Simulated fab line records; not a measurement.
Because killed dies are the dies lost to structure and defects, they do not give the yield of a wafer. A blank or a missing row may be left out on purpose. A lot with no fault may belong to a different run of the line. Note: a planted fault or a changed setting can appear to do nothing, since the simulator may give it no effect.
fab line records -- flow nand_harc
[record] lots = 11, wafers = 33, last_day = 24
route steps=1159 shown P_GATE@189 P_CONTACT@235 END@1159
lots with no fault: from the same line, run without faults
start_h: hours from the record's first day to the start of the lot's first wafer shown -- wait_h: hours from the lot's prior step to this one -- " identical to the entry in the row above -- L1.1+2: a row that stands for several wafers -- - no value, or no start was given -- * or withheld: withheld -- < > ~ a bound
route shown NAME@n: NAME is a module with steps in the file, n the number in the route of the first one -- usual: mean/standard deviation of fault-free wafers -- same: alike in all rows -- chamber/n: place in a boat -- sites: readings site by site -- _std_site: their standard deviation -- _edge_site: the outer-site mean with the inner-site mean subtracted -- radius_mm: for every site, how far away it sits from the centre of the wafer -- mask NAME#n: copy n -- behind: the most recent tool/chamber to have shaped the wafer -- hold: why the lot was held/for how many hours/how that ended -- device: names the non-switching transistor (n, p or np) -- end of line: at the end of the route, the tests of the same wafers -- a step without rows: its recipe alone -- killed: count of dies lost to structure and defects at first sort (not the wafer's yield) -- map: a wafer's dies, x killed, . not, _ none there
set.NAME: the setting the step ran with; set.NAME@STEP: the setting that earlier step ran with -- model.NAME: the simulator's own value behind a step, which no gauge read
steps of the route over a sample of lots; a table a step, a row a wafer
services: when a tool's chamber went out of use (start_h, in hours from the record's first day, below 0 if earlier), for how many hours, and the reason
[[steps]]
[step NHARC_P_GATE_STRIP_112]
[recipe] power_w = 1500, temp_c = 110, time_s = 200, chemistry = N2/H2
[usual] drypump_motor_current_A = 5.64/0.28, heater_power_w = 94/7.9, temp_c = 109.98/0.13
lot.wafer,tool,chamber,start_h,wait_h,drypump_motor_current_A,heater_power_w,rf_hours_counter_h,temp_c
L716.1,plasma_asher-01,1,116.72,0.2,5.45,97,3,110.02
L716.4,plasma_asher-01,1,116.72,0.2,5.45,98,-,110.16
L716.3,plasma_asher-01,0,116.72,0.2,5.96,82,-,109.94
L718.2,plasma_asher-02,1,125.29,0.2,5.88,102,38,109.85
L718.3,plasma_asher-02,1,125.29,0.2,5.89,102,-,110.04
L718.4,plasma_asher-02,0,125.29,0.2,5.26,94,-,109.70
L720.1,plasma_asher-01,0,132.65,0.2,5.95,82,7,110.03
L720.4,plasma_asher-01,1,132.65,0.2,5.46,97,-,109.99
L720.3,plasma_asher-01,0,132.65,0.2,5.96,84,-,110.00
L724.1,plasma_asher-01,1,153.17,0.2,5.44,95,19,109.72
L724.2,plasma_asher-01,0,153.17,0.2,5.94,84,19,110.01
L724.6,plasma_asher-01,0,153.17,0.2,5.94,81,-,109.99
L728.2,plasma_asher-01,0,182.36,0.2,5.95,83,32,110.06
L728.4,plasma_asher-01,0,182.36,0.2,5.94,82,-,109.97
L728.5,plasma_asher-01,0,182.36,0.2,5.93,81,-,110.18
L726.1,plasma_asher-02,0,182.58,0.2,5.23,97,50,110.01
L726.2,plasma_asher-02,1,182.58,0.2,5.84,103,50,110.10
L726.3,plasma_asher-02,0,182.58,0.2,5.27,95,-,109.95
L727.1,plasma_asher-01,1,188.25,0.2,5.43,97,36,110.04
L727.3,plasma_asher-01,0,188.25,0.2,5.95,86,-,109.89
L727.6,plasma_asher-01,1,188.25,0.2,5.43,99,-,109.96
L729.1,plasma_asher-01,1,191.24,0.2,5.45,98,38,109.79
L729.2,plasma_asher-01,0,191.24,0.2,5.96,83,38,109.84
L729.5,plasma_asher-01,1,191.24,0.2,5.46,98,-,109.92
L733.4,plasma_asher-02,0,215.44,0.2,5.26,90,-,109.87
L733.5,plasma_asher-02,0,215.44,0.2,5.29,91,-,110.02
L733.6,plasma_asher-02,1,215.44,0.2,5.82,108,-,109.96
L735.1,plasma_asher-02,0,222.10,0.2,5.30,90,9,110.19
L735.2,plasma_asher-02,1,222.10,0.2,5.82,106,9,109.95
L735.6,plasma_asher-02,1,222.10,0.2,5.87,108,-,109.90
L738.2,plasma_asher-02,0,235.98,0.2,5.27,93,13,110.01
L738.4,plasma_asher-02,0,235.98,0.2,5.22,91,-,110.07
L738.6,plasma_asher-02,0,235.98,0.2,5.27,88,-,109.97
[step NHARC_P_CONTACT_DESCUM_17]
[recipe] time_s = 3, o2_flow_sccm = 200, ar_flow_sccm = 0, bias_power_w = 0, chemistry = O2
[usual] drypump_motor_current_A = 5.6/0.49, mfc_ar_sccm = 0.006/0.0076, oes_product_au = 1.000/0.0096, rf_vpp_V = 57.6/0.98, showerhead_plenum_p_Torr = 1.90/0.094, throttle_valve_pct = 11.310/0.0094
lot.wafer,tool,chamber,start_h,wait_h,drypump_motor_current_A,mfc_ar_sccm,oes_product_au,rf_hours_counter_h,rf_vpp_V,showerhead_plenum_p_Torr,throttle_valve_pct
L716.4,rie_diel-04,1,122.92,0.1,5.2,0.002,0.989,0,57.5,1.95,11.309
L716.3,rie_diel-04,3,122.92,0.1,6.0,0.016,1.005,0,55.6,1.82,11.309
L716.1,rie_diel-04,0,122.92,0.1,4.8,0,1.005,0,58.5,1.79,11.311
L718.4,rie_diel-04,3,131.30,0.1,6.0,0.016,1.000,1,55.9,1.82,11.327
L718.3,rie_diel-04,0,131.30,0.1,4.8,0,0.992,1,56.1,1.79,11.302
L718.2,rie_diel-04,1,131.30,0.1,5.2,0.002,0.982,1,56.7,1.95,11.313
L720.3,rie_diel-02,3,138.45,0.1,5.8,0.022,0.980,13,58.2,2.03,11.312
L720.1,rie_diel-02,0,138.45,0.1,5.5,0.012,0.999,16,56.6,1.85,11.307
L720.4,rie_diel-02,1,138.45,0.1,6.0,0,0.997,15,56.7,1.84,11.310
L724.2,rie_diel-04,2,159.58,0.1,5.9,0,0.996,5,57.3,2.04,11.309
L724.1,rie_diel-04,1,159.58,0.1,5.2,0.002,0.987,5,57.1,1.95,11.296
L724.6,rie_diel-04,2,159.58,0.1,5.9,0,0.991,-,59.3,2.04,11.326
L728.2,rie_diel-13,3,189.31,0.1,6.4,0.004,0.988,30,55.3,1.77,11.305
L728.4,rie_diel-13,0,189.31,0.1,5.0,0,0.999,30,57.5,1.82,11.307
L728.5,rie_diel-13,1,189.31,0.1,6.3,0.006,0.997,-,59.6,1.99,11.304
L726.1,rie_diel-04,3,189.80,0.1,6.0,0.016,1.004,7,57.2,1.82,11.312
L726.2,rie_diel-04,1,189.80,0.1,5.2,0.002,0.995,8,59.8,1.95,11.310
L726.3,rie_diel-04,2,189.80,0.1,5.9,0,0.995,8,57.7,2.04,11.319
L727.1,rie_diel-04,0,194.42,0.1,4.8,0,1.010,8,57.6,1.78,11.311
L727.3,rie_diel-04,1,194.42,0.1,5.2,0.002,0.983,9,57.8,1.95,11.310
L727.6,rie_diel-04,3,194.42,0.1,6.0,0.016,1.009,-,56.1,1.82,11.326
L729.1,rie_diel-04,2,197.32,0.1,5.9,0,0.997,9,58.4,2.04,11.328
L729.2,rie_diel-04,3,197.32,0.1,6.0,0.016,1.007,8,56.6,1.82,11.318
L729.5,rie_diel-04,0,197.32,0.1,4.8,0,1.016,-,56.5,1.78,11.312
L733.4,rie_diel-02,0,221.90,0.1,5.6,0.012,0.997,3,56.4,1.85,11.320
L733.5,rie_diel-02,1,221.90,0.1,6.0,0,1.009,-,56.6,1.84,11.314
L733.6,rie_diel-02,2,221.90,0.1,6.2,0,0.988,-,58.5,1.83,11.297
L735.1,rie_diel-02,1,228.11,0.1,6.0,0,1.015,5,58.2,1.84,11.322
L735.2,rie_diel-02,3,228.11,0.1,5.8,0.022,0.992,5,59.5,2.03,11.314
L735.6,rie_diel-02,2,228.11,0.1,6.2,0,1.001,-,58.0,1.83,11.295
L738.4,rie_diel-02,3,242.76,0.1,5.8,0.022,0.991,7,61.2,2.03,11.325
L738.2,rie_diel-02,0,242.76,0.1,5.6,0.012,0.986,7,58.6,1.85,11.314
L738.6,rie_diel-02,3,242.76,0.1,5.8,0.022,1.000,-,57.2,2.03,11.317
[step NHARC_P_CONTACT_ETCH_31]
[recipe] target_depth_a = 300, time_s = 85.7, ion_energy_ev = 120, over_etch_frac = 1, ch3f_flow_sccm = 50, o2_flow_sccm = 30, ar_flow_sccm = 200, rf_w = 500, bias_w = 100, chemistry = CH3F/O2
[usual] ch3f_flow_sccm = 49.99/0.16, drypump_motor_current_A = 5.6/0.48, mfc_ar_sccm = 200.0/0.6, oes_product_au = 0.978/0.014, rf_fwd_power_W = 495.7/1.6, rf_vpp_V = 243.9/1.7, showerhead_plenum_p_Torr = 2.43/0.12, throttle_valve_pct = 20.664/0.0097
lot.wafer,tool,chamber,start_h,wait_h,ch3f_flow_sccm,drypump_motor_current_A,mfc_ar_sccm,oes_product_au,rf_fwd_power_W,rf_hours_counter_h,rf_vpp_V,showerhead_plenum_p_Torr,throttle_valve_pct
L716.4,rie_diel-04,1,123.67,-,49.83,5.2,200.4,0.974,496.3,0,245.2,2.51,20.650
L716.3,rie_diel-04,3,123.67,-,50.18,6.0,201.8,0.985,496.4,0,243.3,2.34,20.669
L716.1,rie_diel-04,0,123.67,-,49.74,4.8,200.1,0.990,495.7,0,243.5,2.30,20.671
L718.3,rie_diel-04,2,132.38,-,50.01,5.9,199.8,0.985,495.3,2,246.9,2.61,20.650
L718.4,rie_diel-04,3,132.38,-,50.25,6.0,200.0,0.990,497.0,2,242.8,2.34,20.672
L718.2,rie_diel-04,1,132.38,-,50.10,5.2,199.9,0.969,498.1,2,244.6,2.51,20.654
L720.3,rie_diel-02,2,139.19,-,49.91,6.2,200.6,0.984,499.0,15,243.7,2.36,20.674
L720.4,rie_diel-02,3,139.19,-,50.16,5.8,200.8,0.967,495.9,13,245.5,2.60,20.667
L720.1,rie_diel-02,1,139.19,-,50.04,6.0,200.1,0.990,494.2,15,242.0,2.37,20.664
L724.2,rie_diel-04,2,160.32,-,49.94,5.8,201.3,0.997,496.0,5,246.1,2.61,20.658
L724.1,rie_diel-04,3,160.32,-,49.97,6.0,200.4,0.982,495.5,5,244.3,2.34,20.648
L724.6,rie_diel-04,3,160.32,-,50.00,6.0,200.6,0.980,498.0,-,242.6,2.34,20.662
L728.2,rie_diel-13,0,190.03,-,50.05,5.0,199.4,0.986,495.2,30,242.5,2.34,20.650
L728.4,rie_diel-13,2,190.03,-,50.08,6.1,198.8,0.976,493.3,29,245.3,2.54,20.669
L728.5,rie_diel-13,0,190.03,-,50.07,5.0,199.2,0.994,492.8,-,242.6,2.34,20.658
L726.3,rie_diel-04,3,190.59,-,49.61,6.1,199.6,0.685,497.0,8,243.0,2.34,20.668
L726.1,rie_diel-04,0,190.59,-,50.04,4.9,199.5,0.688,495.2,8,241.8,2.30,20.663
L726.2,rie_diel-04,2,190.59,-,49.63,5.9,200.1,0.694,494.5,8,245.7,2.61,20.676
L727.3,rie_diel-04,1,195.14,-,50.26,5.1,199.2,0.674,497.6,9,245.9,2.50,20.643
L727.1,rie_diel-04,3,195.14,-,50.14,6.1,200.7,0.683,496.6,8,242.1,2.34,20.676
L727.6,rie_diel-04,1,195.14,-,50.18,5.2,200.5,0.659,494.8,-,243.7,2.50,20.673
L729.1,rie_diel-04,1,198.05,-,50.11,5.2,199.9,0.690,494.9,9,245.6,2.50,20.658
L729.2,rie_diel-04,3,198.05,-,49.99,6.1,199.3,0.686,495.4,9,243.2,2.34,20.659
L729.5,rie_diel-04,1,198.05,-,50.05,5.2,200.7,0.692,494.7,-,245.0,2.50,20.668
L733.4,rie_diel-02,3,222.62,-,50.00,5.8,199.4,0.973,494.6,4,245.3,2.60,20.674
L733.5,rie_diel-02,3,222.62,-,49.95,5.8,200.8,0.980,494.8,-,245.7,2.60,20.665
L733.6,rie_diel-02,0,222.62,-,49.98,5.6,199.9,0.994,494.3,-,243.0,2.38,20.654
L735.2,rie_diel-02,1,228.91,-,49.90,6.0,199.9,0.960,497.5,5,243.2,2.37,20.676
L735.1,rie_diel-02,2,228.91,-,49.82,6.2,200.6,0.971,498.3,5,242.9,2.35,20.649
L735.6,rie_diel-02,3,228.91,-,50.19,5.8,199.6,0.976,496.7,-,245.1,2.60,20.673
L738.2,rie_diel-02,0,243.50,-,50.01,5.5,199.6,0.979,493.0,7,243.4,2.38,20.664
L738.4,rie_diel-02,1,243.50,-,49.89,6.0,199.7,0.988,495.0,7,243.0,2.37,20.676
L738.6,rie_diel-02,1,243.50,-,50.10,6.0,200.8,1.002,495.1,-,244.6,2.37,20.658
[step NHARC_P_CONTACT_DEGAS_38]
[recipe] temp_c = 300, time_s = 60
[usual] heater_power_w = 426/35, susceptor_temp_C = 299.99/0.19
lot.wafer,tool,chamber,start_h,wait_h,heater_power_w,susceptor_temp_C
L716.1,pvd_sputter-02,-,124.54,-,435,-
L716.3,pvd_sputter-02,-,124.54,-,404,-
L716.4,pvd_sputter-02,-,124.54,-,443,-
L718.3,pvd_sputter-02,-,133.32,-,529,300.07
L718.4,pvd_sputter-02,-,133.32,-,436,299.94
L718.2,pvd_sputter-02,-,133.32,-,407,300.14
L720.3,pvd_sputter-02,-,140.03,-,428,299.82
L720.4,pvd_sputter-02,-,140.03,-,417,299.86
L720.1,pvd_sputter-02,-,140.03,-,513,299.93
L724.2,pvd_sputter-02,-,161.17,-,426,299.92
L724.1,pvd_sputter-02,-,161.17,-,418,299.85
L724.6,pvd_sputter-02,-,161.17,-,412,299.60
L728.4,pvd_sputter-02,-,190.88,-,401,299.93
L728.2,pvd_sputter-02,-,190.88,-,509,299.62
L728.5,pvd_sputter-02,-,190.88,-,432,299.75
L726.3,pvd_sputter-03,-,191.44,-,374,299.96
L726.2,pvd_sputter-03,-,191.44,-,456,300.38
L726.1,pvd_sputter-03,-,191.44,-,430,300.01
L727.3,pvd_sputter-01,-,195.99,-,431,299.48
L727.1,pvd_sputter-01,-,195.99,-,381,299.99
L727.6,pvd_sputter-01,-,195.99,-,416,300.33
L729.1,pvd_sputter-01,-,198.90,-,435,299.85
L729.2,pvd_sputter-01,-,198.90,-,407,300.16
L729.5,pvd_sputter-01,-,198.90,-,422,299.65
L733.4,pvd_sputter-03,-,223.47,-,424,300.09
L733.5,pvd_sputter-03,-,223.47,-,377,300.01
L733.6,pvd_sputter-03,-,223.47,-,453,299.87
L735.1,pvd_sputter-01,-,229.76,-,435,299.84
L735.2,pvd_sputter-01,-,229.76,-,416,300.01
L735.6,pvd_sputter-01,-,229.76,-,441,300.32
L738.4,pvd_sputter-02,-,244.36,-,462,299.83
L738.2,pvd_sputter-02,-,244.36,-,525,300.02
L738.6,pvd_sputter-02,-,244.36,-,428,300.11
[step NHARC_END_SORT_01]
[recipe] temp_c = 25
[usual] killed_at_array = 27/9.3, killed_at_other = 0.9/1.3, killed_at_periphery = 3.6/2.7, killed_dies = 31/9.7, killed_open = 3.3/1.8, killed_short = 2.0/1.5
[same] gross_dies = 677
lot.wafer,tool,chamber,start_h,wait_h,killed_at_array,killed_at_other,killed_at_periphery,killed_dies,killed_open,killed_short
L728.2,prober-01,0,525.86,2.8,32,0,2,34,3,2
L728.4,prober-01,0,527.46,3.4,25,0,2,27,6,0
L728.5,prober-01,0,528.26,3.7,31,0,6,37,8,4
L729.1,prober-01,0,532.82,2.5,18,0,5,23,3,3
L729.2,prober-01,0,533.63,2.8,17,2,3,22,3,2
L729.5,prober-01,0,536.05,3.7,22,2,4,28,5,1
// killed by level:class
L728.2 A_SLIT:chamber_film_flake=16 A_CHANNEL_HOLE_D1:chamber_film_flake=3 A_CONTACT:chamber_film_flake=3 A_BLC:chamber_film_flake=3 P_CONTACT:geometric_particle:open=1 A_SOURCE_PLATE:geometric_particle:short=1 A_WL_FILL:geometric_particle:open=1 A_CONTACT:geometric_particle:short=1
L728.4 A_SLIT:chamber_film_flake=10 A_STAIRCASE:chamber_film_flake=4 A_CONTACT:geometric_particle:open=3 A_CHANNEL_HOLE_D1:chamber_film_flake=3 A_CONTACT:chamber_film_flake=2 P_M1:geometric_particle:open=1 A_CHANNEL_HOLE_D1:geometric_particle:open=1 A_SGD_CUT:geometric_particle:open=1
L728.5 A_SLIT:chamber_film_flake=13 A_BLC:chamber_film_flake=3 A_CONTACT:chamber_film_flake=3 A_CHANNEL_HOLE_D1:chamber_film_flake=3 A_STAIRCASE:chamber_film_flake=3 P_M0:geometric_particle:short=2 P_STI:geometric_particle:open=1 P_GATE:geometric_particle:open=1
L729.1 A_CONTACT:chamber_film_flake=7 A_CHANNEL_HOLE_D1:chamber_film_flake=3 A_ONON_D1:geometric_particle:short=2 A_ZERO_WELL:chamber_film_flake=2 P_STI:geometric_particle:open=1 P_CONTACT:geometric_particle:open=1 A_WL_FILL:geometric_particle:short=1 A_CONTACT:geometric_particle:open=1
L729.2 A_CHANNEL_HOLE_D1:chamber_film_flake=6 A_CONTACT:chamber_film_flake=3 A_STAIRCASE:chamber_film_flake=2 THIN_TSV:chamber_film_flake=2 P_M2:geometric_particle:short=1 A_ONON_D1:geometric_particle:open=1 A_CHANNEL_FILL_D1:geometric_particle:open=1 A_SGD_CUT:geometric_particle:open=1
L729.5 A_CONTACT:chamber_film_flake=8 A_CHANNEL_HOLE_D1:chamber_film_flake=5 A_M0:geometric_particle:open=2 P_M1:chamber_film_flake=2 THIN_TSV:chamber_film_flake=2 A_ONON_D1:geometric_particle:open=1 A_STAIRCASE:geometric_particle:short=1 A_STAIRCASE:geometric_particle:open=1
[[services]]
tool,chamber,start_h,hours,kind
plasma_asher-01,-,99.00,9.0,pm
rie_diel-13,-,99.00,9.0,pm
pvd_sputter-03,-,102.05,10.0,pm
plasma_asher-02,-,102.70,3.0,repair
rie_diel-04,-,111.90,9.0,pm
rie_diel-04,0,111.90,9.0,vent_cycle
rie_diel-04,1,111.90,9.0,vent_cycle
rie_diel-04,2,111.90,9.0,vent_cycle
rie_diel-04,3,111.90,9.0,vent_cycle
rie_diel-04,0,120.90,-,clean
rie_diel-04,1,120.90,-,clean
rie_diel-13,3,126.88,5.4,repair
plasma_asher-02,-,138.23,22.2,repair
plasma_asher-01,-,147.85,1.6,repair
rie_diel-02,-,150.78,9.0,pm
pvd_sputter-01,-,158.03,10.0,pm
plasma_asher-02,-,183.12,9.0,pm
pvd_sputter-02,-,187.60,2.7,repair
rie_diel-02,-,192.06,0.7,repair
pvd_sputter-03,-,195.69,6.6,repair
rie_diel-13,-,205.49,0.8,repair
rie_diel-04,-,220.34,0.2,repair
pvd_sputter-03,-,226.36,4.4,repair
pvd_sputter-02,-,231.39,10.0,pm
[[key]]
[first_sign] step = NHARC_P_CONTACT_ETCH_31, reading = oes_product_au, direction = down, sigmas = 21, usual = 0.978, struck = 0.683
effect none on later readings
met_at NHARC_P_CONTACT_ETCH_31
struck_lots L726,L727,L729
tester_left_out L726,L727,L729
not_acting_at NHARC_P_GATE_STRIP_112,NHARC_P_CONTACT_DESCUM_17,NHARC_P_CONTACT_DEGAS_38
onset_between 160.32 190.59
[fault] kind = process_parameter_drift, tool = rie_diel-04, chamber = -, onset_h = 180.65, steps = NHARC_P_CONTACT_ETCH_31, channel = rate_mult, offset = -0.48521, shape = step, end_h = 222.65
// tester_left_out: of these lots the tester's yield and bins aren't shown, on N5 and GAA mostly nor the transistor test; their killed dies are dies lost to structure and defects alone, not to doping, threshold or leakage, so they don't give the yield
